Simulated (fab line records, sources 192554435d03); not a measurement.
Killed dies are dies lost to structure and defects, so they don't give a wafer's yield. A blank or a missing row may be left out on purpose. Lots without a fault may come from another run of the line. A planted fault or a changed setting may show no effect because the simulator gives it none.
fab line records | flow n5_finfet
record lots=5 wafers=13 last_day=17
route steps=1938 shown DUMMY_GATE@247 SPACER0@258 SD_EPI_N@262 SD_EPI_P@326 BEOL_M4@1111 PASSIVATION@1936
lots that met no fault: from a run of the same line without faults
start_h: hours from the record's first day to the start of the lot's first wafer shown | wait_h: hours since the lot's step before | " the same as in the row above | L1.1+2: a row that stands for several wafers | - no value, or no start given | * or withheld: withheld | < > ~ a bound
route shown NAME@n: a module of which the file shows steps, and the number in the route of the first | usual: mean/standard deviation of fault-free wafers | same: alike in all rows | chamber/n: place in a boat | sites: the reading at each site | _std_site: their standard deviation | _edge_site: outer sites' mean less inner sites' | radius_mm: how far each site lies from the wafer's centre | mask NAME#n: copy n | behind: the tool/chamber that last shaped the wafer | hold: why the lot was held/for how many hours/how that ended | device: the transistor (n, p or np) that didn't switch | end of line: the same wafers' tests at the end of the route | a step without rows: its recipe alone | killed: dies lost to structure and defects at the first sort, not the wafer's yield | map: a wafer's dies, x killed, . not, _ none there
set.NAME: the setting as run; set.NAME@STEP: as run at that earlier step | model.NAME: the simulator's own value behind a step, which no gauge read
lots at some steps of the route; a table a step, a row a wafer
services: from which hour (start_h, from the record's first day; less than 0 if before it) a tool's chamber was out of use, for how many hours, and why
## steps
# step N5_DUMMY_GATE_ETCH_23
# recipe chemistry=HBr/Cl2/O2 HBr_flow_sccm=150 Cl2_flow_sccm=80 O2_flow_sccm=12 bias_w=102 target_depth_a=410 time_s=22.3 target=poly-Si mask_material=SiO2 pressure_mtorr=10 icp_w=800
# step N5_DUMMY_GATE_ETCH_44
# recipe chemistry=HBr/O2 over_etch_frac=0.7 target_depth_a=1275 stop_on=SiO2 ion_energy_ev=60 bias_w=20 target=poly-Si mask_material=SiO2 pressure_mtorr=20 icp_w=400 HBr_flow_sccm=120 O2_flow_sccm=10
# step N5_DUMMY_GATE_ETCH_42
# recipe chemistry=CHF3/O2 target=SiO2 target_depth_a=35 time_s=31 ion_energy_ev=30 bias_w=12 pressure_mtorr=30 source_w=600 Ar_flow_sccm=200 CHF3_flow_sccm=50 O2_flow_sccm=5
# step N5_DUMMY_GATE_STRIP_48
# recipe chemistry=N2/H2 time_s=20 power_w=100 temp_c=40 pressure_mtorr=100 rf_frequency_hz=6e+07 bias_power_w=3 n2_flow_sccm=300 h2_flow_sccm=300
# step N5_DUMMY_GATE_PRECLEAN_33
# recipe chemistry=dHF time_s=10 dilution=750:1 temp_c=25
# step N5_DUMMY_GATE_PRECLEAN_25
# recipe chemistry=O3/DIW time_s=45 temp_c=22 o3_ppm=10
# step N5_DUMMY_GATE_PRECLEAN_51
# recipe chemistry=SC2 time_s=45 temp_c=35 mix=1:1:50
# step N5_DUMMY_GATE_SRD_26
# recipe dry=ipa_marangoni time_s=30 temp_c=23 rinse_liquid=diw
# step N5_DUMMY_GATE_UV_OZONE_45
# recipe time_s=120 pressure_torr=760 temp_c=25
# step N5_SPACER0_ALD_07
# recipe material=SiNx target_thk_a=20 temp_c=400 ald_precursor_family=SiH2I2 ald_co_reactant=N2/H2-plasma pressure_torr=2
# step N5_SPACER0_ALD_00
# recipe material=SiOCN target_thk_a=35 temp_c=400 ald_precursor_family=alkyl-aminosilane ald_co_reactant=O2/N2-plasma pulse_time_s=3 purge_time_s=2 co_reactant_purge_time_s=2 ald_cycles=58 pressure_torr=2
# usual ald_cycles=58/0 heater_power_w=825/62 precursor_pulse_height_rel=0.999/0.02
# columns lot.wafer tool chamber start_h wait_h ald_cycles heater_power_w precursor_pulse_height_rel model.SiOCN_of_SPACER0_ALD_00.thk_nm
L818.1 ald_sin-04 0 69.11 0.1 58 765 0.998 3.4
L818.2 " 1 " " 58 876 1.028 3.4
L818.5 " 0 " " 58 781 1.014 3.4
L827.1 ald_sin-04 2 123.16 0.1 74 1012 0.990 4.4
L827.3 " 3 " " 74 775 1.022 4.4
L830.2 ald_sin-04 2 135.49 0.1 58 1012 0.960 3.4
L830.3 " 1 " " 74 832 1.023 4.4
L831.2 ald_sin-04 3 137.56 0.1 58 775 1.000 3.6
L831.3 " 0 " " 74 781 0.959 4.4
L831.4 " 1 " " 58 833 0.985 3.4
L839.2 ald_sin-01 2 185.80 0.1 58 768 1.032 3.4
L839.4 " 0 " " 58 790 1.013 3.4
L839.6 " 0 " " 58 796 1.010 3.6
# step N5_SPACER0_ALD_08
# recipe material=SiNx target_thk_a=20 temp_c=400 ald_precursor_family=SiH2I2 ald_co_reactant=N2/H2-plasma pressure_torr=2
# step N5_SD_EPI_N_COAT_32
# recipe resist=SOC temp_c=250 time_s=60 spin_rpm=1500 resist_thk_nm=350
# step N5_SD_EPI_N_COAT_33
# recipe resist=SiARC temp_c=220 time_s=60 spin_rpm=1500 resist_thk_nm=35
# step N5_SD_EPI_N_COAT_03
# recipe resist=CAR-ArF-block spin_rpm=1500 resist_thk_nm=150
# step N5_SD_EPI_N_EBR_05
# recipe solvent=PGMEA ebr_width_mm=1.5
# step N5_SD_EPI_N_SOFTBAKE_04
# recipe temp_c=110 time_s=60 resist=CAR-ArF-block
# step N5_SD_EPI_N_EXPOSE_06
# recipe mask_id=SD_N_BLK na=1.35 source_shape=conventional sigma_outer=0.8 polarization=unpolarized target_cd_nm=120 dose_mj=39.75
# step N5_SD_EPI_N_PEB_07
# recipe peb_temp_c=110 peb_time_s=60 resist=CAR-ArF-block
# step N5_SD_EPI_N_DEVELOP_08
# recipe develop_time_s=30 developer=TMAH resist=CAR-ArF-block dev_temp_c=23 rinse_liquid=diw dry=air_spin
# step N5_SD_EPI_N_DESCUM_14
# recipe chemistry=O2 time_s=7.9 source_power_w=50 bias_power_w=20 pressure_mtorr=20 rf_frequency_hz=2.712e+07 temp_c=40 resist=CAR-ArF-block o2_flow_sccm=225
# step N5_SD_EPI_N_ETCH_34
# recipe chemistry=CF4 target=SiARC target_depth_a=455 mask_material=CAR-ArF-block time_s=75.8 ion_energy_ev=80 pressure_mtorr=40 source_w=545 bias_w=36 Ar_flow_sccm=100 cf4_flow_sccm=100 ends=cleared
# step N5_SD_EPI_N_ETCH_35
# recipe chemistry=N2/H2 target=SOC overetch_a=1080 mask_material=SiARC temp_c=40 ion_energy_ev=100 source_w=3000 bias_w=133 pressure_mtorr=20 time_s=486 n2_flow_sccm=200 h2_flow_sccm=200
# step N5_SD_EPI_N_STRIP_36
# recipe chemistry=N2/H2 temp_c=40 n2_flow_sccm=200 h2_flow_sccm=200 rf_frequency_hz=6e+07
# step N5_SD_EPI_N_ETCHBACK_44
# recipe chemistry=CH3F/O2 mode=anisotropic_etchback target=SiNx target_depth_a=145 stop_on=SiO2 over_etch_frac=0.3 ion_energy_ev=120 pressure_mtorr=30 source_w=395 bias_w=73 Ar_flow_sccm=150 CH3F_flow_sccm=30 O2_flow_sccm=20
# step N5_SD_EPI_N_ETCH_45
# recipe chemistry=CH3F/O2 target=SiOCN target_depth_a=60 mask_material=SOC ion_energy_ev=60 bias_w=29 pressure_mtorr=15 source_w=410 Ar_flow_sccm=150 CH3F_flow_sccm=30 O2_flow_sccm=20
# step N5_SD_EPI_N_ETCH_16
# recipe chemistry=CHF3/O2 target=SiO2 target_depth_a=50 mask_material=SOC pressure_mtorr=30 source_w=650 bias_w=170 Ar_flow_sccm=200 CHF3_flow_sccm=50 O2_flow_sccm=5 ion_energy_ev=200
# step N5_SD_EPI_N_STRIP_47
# recipe chemistry=CHF3/O2 resist=SiARC rf_frequency_hz=6e+07
# step N5_SD_EPI_N_SD_RECESS_17
# recipe chemistry=HBr/Cl2/O2 target_depth_a=410 mask_material=SOC time_s=23.7 bt_time_s=3 pressure_mtorr=10 icp_w=800 bias_w=112 HBr_flow_sccm=150 Cl2_flow_sccm=80 O2_flow_sccm=12
# step N5_SD_EPI_N_STRIP_38
# recipe chemistry=N2/H2 power_w=1000 temp_c=250 h2_frac=0.65 overash_fraction=0.3 pressure_mtorr=withheld n2_flow_sccm=1750 h2_flow_sccm=3250
# step N5_SD_EPI_N_WET_ETCH_43
# recipe chemistry=dHF dilution=withheld time_s=14 target=SiO2 target_depth_a=15 temp_c=25
# step N5_SD_EPI_N_STRIP_18
# recipe chemistry=SPM time_s=750 temp_c=130 h2so4_h2o2_vol_ratio=4
# step N5_SD_EPI_N_SRD_20
# recipe dry=ipa_marangoni do_ppb=5 time_s=30 temp_c=23 rinse_liquid=diw
# step N5_SD_EPI_N_PRECLEAN_48
# recipe chemistry=NF3:NH3 afs_cycles=2 temp_c=30 time_s=20 sublimation_temp_c=180 sublimation_time_s=60 pressure_torr=3 rf_power_w=30
# step N5_SD_EPI_N_VAPOR_ETCH_50
# recipe chemistry=HCl target=Si temp_c=775 time_s=54 pressure_torr=20 mode=isotropic
# step N5_SD_EPI_N_EPI_21
# recipe material=Si:P dopant=P temp_c=680 pressure_torr=255 time_s=690
# step N5_SD_EPI_P_PRECLEAN_32
# recipe chemistry=dHF time_s=10 dilution=500:1 temp_c=25
# columns lot.wafer tool chamber start_h wait_h model.SiOCN_of_SPACER0_ALD_00.thk_nm
L818.1+2+5 wet_bench-01 6,5,0 78.21 0.0 3.4
L827.1+3 wet_bench-04 5,2 132.26 0.0 4.4
L830.2 wet_bench-01 5 145.94 0.0 3.4
L830.3 " 2 " " 4.4
L831.2+4 wet_bench-05 1,0 146.56 0.0 3.4
L831.3 " 7 " " 4.4
L839.2+4+6 wet_bench-01 6,5,3 195.09 0.0 3.4
# step N5_BEOL_M4_RC_MEAS_101
# usual DIBL_N=35.9/1.6 DIBL_P=35.6/2.1 IOFF_N=0.149/0.029 IOFF_P=0.20/0.033 ION_N=671/11 ION_P=460/7.3 REXT_N=74.9/1.9 REXT_P=100.9/2.6 SS_N=71.4/0.62 SS_P=73.2/0.65 VT_N=251/3.1 VT_P=-251/3.4
# columns lot.wafer tool chamber start_h wait_h DIBL_N[mV/V] DIBL_P[mV/V] IOFF_N[nA/um] IOFF_P[nA/um] ION_N[uA/um] ION_P[uA/um] REXT_N[ohm.um] REXT_P[ohm.um] SS_N[mV/dec] SS_P[mV/dec] VT_N[mV] VT_P[mV]
L818.1 prober-01 0 179.69 0.0 31.9 32.8 0.102 0.14 645 446 74.6 105.0 70.8 71.8 257 -260
L818.2 " 0 " " 34.2 36.0 0.132 0.17 662 458 75.7 105.6 70.9 73.2 254 -255
L818.5 " 0 " " 34.3 36.6 0.145 0.18 672 464 74.7 107.6 71.8 73.0 251 -257
L827.1 prober-01 0 236.34 0.0 30.6 30.1 0.084 0.13 627 434 86.5 112.3 70.7 73.1 258 -257
L827.3 " 0 " " 30.6 30.3 0.080 0.14 618 437 86.6 110.4 70.4 72.5 261 -258
L830.2 prober-02 0 254.39 0.2 35.6 36.1 0.141 0.19 671 457 72.1 103.9 71.3 73.5 253 -251
L830.3 " 0 " " 31.3 32.7 0.092 0.12 638 431 82.2 122.0 70.8 71.7 259 -259
L831.2 prober-01 0 257.49 0.2 38.9 37.7 0.172 0.21 681 459 77.4 98.3 72.8 74.3 249 -253
L831.3 " 0 " " 32.0 32.0 0.088 0.11 632 432 90.7 113.6 70.4 73.4 257 -261
L831.4 " 0 " " 35.8 36.1 0.137 0.18 680 466 80.0 99.0 71.0 73.4 253 -252
L839.2 prober-02 0 303.91 0.2 39.4 39.3 0.237 0.26 691 466 76.4 104.5 73.0 74.6 247 -247
L839.4 " 0 " " 33.0 32.5 0.124 0.16 677 458 77.4 104.1 70.6 72.5 251 -251
L839.6 " 0 " " 36.5 35.8 0.169 0.20 688 464 75.6 103.5 71.6 73.4 249 -251
# step N5_PASSIVATION_PROBE_49
# usual defect_limited_yield=90.9/1.5 killed_at_M0_to_M3=36/9.9 killed_at_M4_up=13/4.5 killed_at_contacts=13/6.4 killed_at_front_end=42/12 killed_at_other=3.4/3 killed_dies=107/18 killed_open=69/13 killed_short=35/8.2 sort_bin_5_function=5.3/1.1 sort_bin_6_memory=3.4/0.69 sort_bin_8_speed=0.00/0.0071 sort_n_pass=1073/18 sort_yield_pct=90.9/1.5
# same gross_dies=1180 killed_at_back_side=0 sort_bin_4_leakage[%]=0
# columns lot.wafer tool chamber start_h wait_h defect_limited_yield[%] killed_at_M0_to_M3 killed_at_M4_up killed_at_contacts killed_at_front_end killed_at_other killed_dies killed_open killed_short sort_bin_5_function[%] sort_bin_6_memory[%] sort_bin_8_speed[%] sort_n_pass sort_yield_pct[%]
L827.1 prober-01 - 333.57 0.0 91.8 46 17 6 28 0 97 60 37 4.6 3.4 30.00 729 61.8
L827.3 prober-01 - 333.67 0.1 90.3 37 18 9 48 3 115 74 36 5.6 3.5 55.34 412 34.9
L830.2 prober-01 - 352.13 0.1 91.9 35 14 10 31 5 95 69 25 5.1 2.7 0 1085 91.9
L830.3 prober-01 - 352.18 0.1 90.0 52 13 3 44 6 118 70 40 5.1 4.2 10.34 940 79.7
L831.3 prober-02 - 356.08 0.1 90.3 30 11 23 45 6 115 83 30 5.7 3.5 9.15 957 81.1
L831.4 prober-02 - 356.13 0.2 91.1 42 14 11 36 2 105 65 35 6.5 2.0 0 1075 91.1
L839.2 prober-02 - 407.28 0.1 91.1 32 20 27 25 1 105 76 27 4.7 3.7 0 1075 91.1
L839.4 prober-02 - 407.38 0.2 91.4 26 17 21 33 5 102 78 21 5.4 2.8 0 1078 91.4
L839.6 prober-02 - 407.48 0.3 91.5 26 9 25 39 1 100 70 28 4.7 3.5 0 1080 91.5
# killed by level:class
L827.1 BEOL_M2:geometric_particle:open=13 FIN_SAQP:geometric_particle:short=9 BEOL_M0_SAQP:geometric_particle:short=9 FIN_SAQP:geometric_particle:open=6 MOL_CONTACT_COAG:geometric_particle:open=6 BEOL_M3:geometric_particle:open=6 BEOL_M1:geometric_particle:open=5 BEOL_M2:geometric_particle:short=5
L827.3 BEOL_M1:geometric_particle:open=11 FIN_SAQP:geometric_particle:short=9 STI_FIN_REVEAL:geometric_particle:open=9 MOL_CONTACT_COAG:geometric_particle:open=9 BEOL_M0_SAQP:geometric_particle:short=9 FIN_SAQP:geometric_particle:open=7 BEOL_M4:geometric_particle:open=7 BEOL_M0_SAQP:geometric_particle:open=5
L830.2 MOL_CONTACT_COAG:geometric_particle:open=10 BEOL_M0_SAQP:geometric_particle:open=9 BEOL_M4:geometric_particle:open=8 BEOL_M2:geometric_particle:open=7 STI_FIN_REVEAL:geometric_particle:open=6 FIN_SAQP:geometric_particle:short=5 BEOL_M1:geometric_particle:open=5 BEOL_M3:geometric_particle:open=4
L830.3 BEOL_M0_SAQP:geometric_particle:short=17 BEOL_M0_SAQP:geometric_particle:open=13 BEOL_M2:geometric_particle:open=12 FIN_SAQP:geometric_particle:open=9 STI_FIN_REVEAL:geometric_particle:open=8 DUMMY_GATE:geometric_particle:open=6 BEOL_M4:geometric_particle:open=5 FIN_SAQP:geometric_particle:short=4
L831.3 MOL_CONTACT_COAG:geometric_particle:open=19 FIN_SAQP:geometric_particle:open=17 BEOL_M3:geometric_particle:open=9 FIN_SAQP:geometric_particle:short=5 STI_FIN_REVEAL:geometric_particle:open=4 ILD0:geometric_particle:open=4 MOL_CONTACT_COAG:geometric_particle:short=4 BEOL_M0_SAQP:geometric_particle:open=4
L831.4 BEOL_M0_SAQP:geometric_particle:open=15 BEOL_M0_SAQP:geometric_particle:short=13 FIN_SAQP:geometric_particle:open=9 MOL_CONTACT_COAG:geometric_particle:open=7 BEOL_M4:geometric_particle:open=6 FIN_SAQP:geometric_particle:short=5 STI_FIN_REVEAL:geometric_particle:open=4 MOL_CONTACT_COAG:geometric_particle:short=4
L839.2 MOL_CONTACT_COAG:geometric_particle:open=21 BEOL_M1:geometric_particle:open=11 BEOL_M0:geometric_particle:open=8 BEOL_M4:geometric_particle:open=6 BEOL_M5:geometric_particle:open=6 FIN_SAQP:geometric_particle:short=5 MOL_CONTACT_COAG:geometric_particle:short=5 BEOL_M3:geometric_particle:open=5
L839.4 MOL_CONTACT_COAG:geometric_particle:open=18 STI_FIN_REVEAL:geometric_particle:open=12 BEOL_M0_SAQP:geometric_particle:open=10 BEOL_M1:geometric_particle:open=7 BEOL_M5:geometric_particle:open=6 FIN_SAQP:geometric_particle:short=5 BEOL_M2:geometric_particle:open=5 FIN_SAQP:geometric_particle:open=4
L839.6 MOL_CONTACT_COAG:geometric_particle:open=22 STI_FIN_REVEAL:geometric_particle:open=15 BEOL_M2:geometric_particle:open=10 BEOL_M0_SAQP:geometric_particle:short=5 STI_FIN_REVEAL:geometric_particle:short=4 DUMMY_GATE:geometric_particle:open=4 GATE_CUT:geometric_particle:short=4 MOL_CONTACT_COAG:geometric_particle:short=3
# map L827.3 (x killed, . not)
_________________............________________
______________.x...x............_____________
___________.x..............x.......__________
__________.x........................_________
________...x.x.......x................_______
_______...............x................______
______.............x................x..._____
_____...xx.............x...x.............____
____.....................x...x......x.....___
___x................x..x......x......x....x__
___......x..........x..x.......x.....xx....__
__...............x.x.x.......x.......x.xx.x._
__.......................x.......x.....x...._
_..............x....x....x...............x...
_...xx.....................................x.
_...........x........x........x.......x......
_...........x.......................x........
_..............x..................xx.........
_....x........x......x...x..x................
_............................................
_...........x......................x.........
__........x..x......................x..x...x_
__..x...x..x...........x......x......x......_
___.x....x.................xxx..........x.x__
___........................x...............__
____x.x.............xx.........x.........x___
_____..x.............x....x.........x....____
______................x....x.......x..x._____
_______x.x.............................______
________x...x.........xx..........x..._______
__________........x..x.xx..........._________
___________x...x.......x...........__________
______________..x....x.....x...._____________
_________________.......x....________________
# map L830.3 (x killed, . not)
_________________.x..........________________
______________......x...x.....x._____________
___________..x....x....x...........__________
__________.......x.................._________
________x.......................x.x.xx_______
_______.......x....................x...______
______........x.......................x._____
_____.......................x............____
____.....x....xx.x............x.......x...___
___.x...................................x..__
___.....x.....x............................__
__..........x....x..........x..............x_
__.x........x............x.................._
_.........xx.......................xx........
_.........xxx.......x................x......x
_..x..x......x...x.....x.x...........x.......
_..x.........x..................x......x..x..
_x....x..x......xx..............x....x.....x.
_.........x..................x.......x....x..
_..........x............x..............x...x.
_..x.x................x.x....................
__......x.....xx...x............x........x.._
__x.x..x...........x....xx......x...x......._
___............x..............x............__
___.....................x.................x__
____...............................x..xx..___
_____....................................____
______.......x.....x...................._____
_______.....x....x...x..........x.x....______
________...........................x.x_______
__________.x...x..x....x...........x_________
___________.........x........x.x...__________
______________...........x.x...._____________
_________________........x...________________
## services
# columns tool chamber start_h hours kind
wet_bench-05 - 78.14 4.4 repair
ald_sin-04 - 85.96 14.0 pm
ald_sin-04 0 85.96 14.0 vent_cycle
ald_sin-04 1 85.96 14.0 vent_cycle
ald_sin-04 2 85.96 14.0 vent_cycle
ald_sin-04 3 85.96 14.0 vent_cycle
wet_bench-01 - 91.28 3.3 repair
ald_sin-04 0 99.96 - clean
ald_sin-04 1 99.96 - clean
ald_sin-04 2 99.96 - clean
ald_sin-04 3 99.96 - clean
ald_sin-01 0 116.49 4.4 repair
ald_sin-01 - 134.08 0.8 pm
## key
first_sign step=N5_SPACER0_ALD_00 reading=ald_cycles direction=up sigmas=99+ usual=* struck=*
effect step=N5_BEOL_M4_RC_MEAS_101 reading=REXT_N direction=up sigmas=6.3 usual=74.9 struck=86.5
effect step=N5_BEOL_M4_RC_MEAS_101 reading=REXT_P direction=up sigmas=5.2 usual=100.9 struck=114.6
effect step=N5_BEOL_M4_RC_MEAS_101 reading=ION_N direction=down sigmas=3.8 usual=671 struck=629
effect step=N5_BEOL_M4_RC_MEAS_101 reading=ION_P direction=down sigmas=3.7 usual=460 struck=434
effect step=N5_BEOL_M4_RC_MEAS_101 reading=DIBL_N direction=down sigmas=3 usual=35.9 struck=31.1
effect step=N5_BEOL_M4_RC_MEAS_101 reading=VT_N direction=up sigmas=2.5 usual=251 struck=259
effect step=N5_BEOL_M4_RC_MEAS_101 reading=VT_P direction=down sigmas=2.2 usual=-251 struck=-259
effect step=N5_BEOL_M4_RC_MEAS_101 reading=IOFF_N direction=down sigmas=2.2 usual=0.149 struck=0.086
effect step=N5_BEOL_M4_RC_MEAS_101 reading=IOFF_P direction=down sigmas=2.2 usual=0.20 struck=0.13 wafers_moved=3
effect step=N5_BEOL_M4_RC_MEAS_101 reading=DIBL_P direction=down sigmas=2.1 usual=35.6 struck=31.3
effect step=N5_PASSIVATION_PROBE_49 reading=sort_bin_8_speed direction=up sigmas=99+ usual=0.00 struck=26.21
model_effect step=N5_SPACER0_ALD_00 value=SiOCN_of_SPACER0_ALD_00.thk_nm without=3.5 struck=4.4
model_effect step=N5_SD_EPI_P_PRECLEAN_32 value=SiOCN_of_SPACER0_ALD_00.thk_nm without=3.4 struck=4.4
met_at N5_SPACER0_ALD_00
struck_wafers L827.1,L827.3,L830.3,L831.3
onset_between 69.11 123.16
fault kind=process_parameter_drift tool=ald_sin-04 chamber=- onset_h=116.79 steps=N5_SPACER0_ALD_00 channel=ald_cycles offset=* shape=step end_h=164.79 scope=struck_wafers_only acts_in=* stated=*
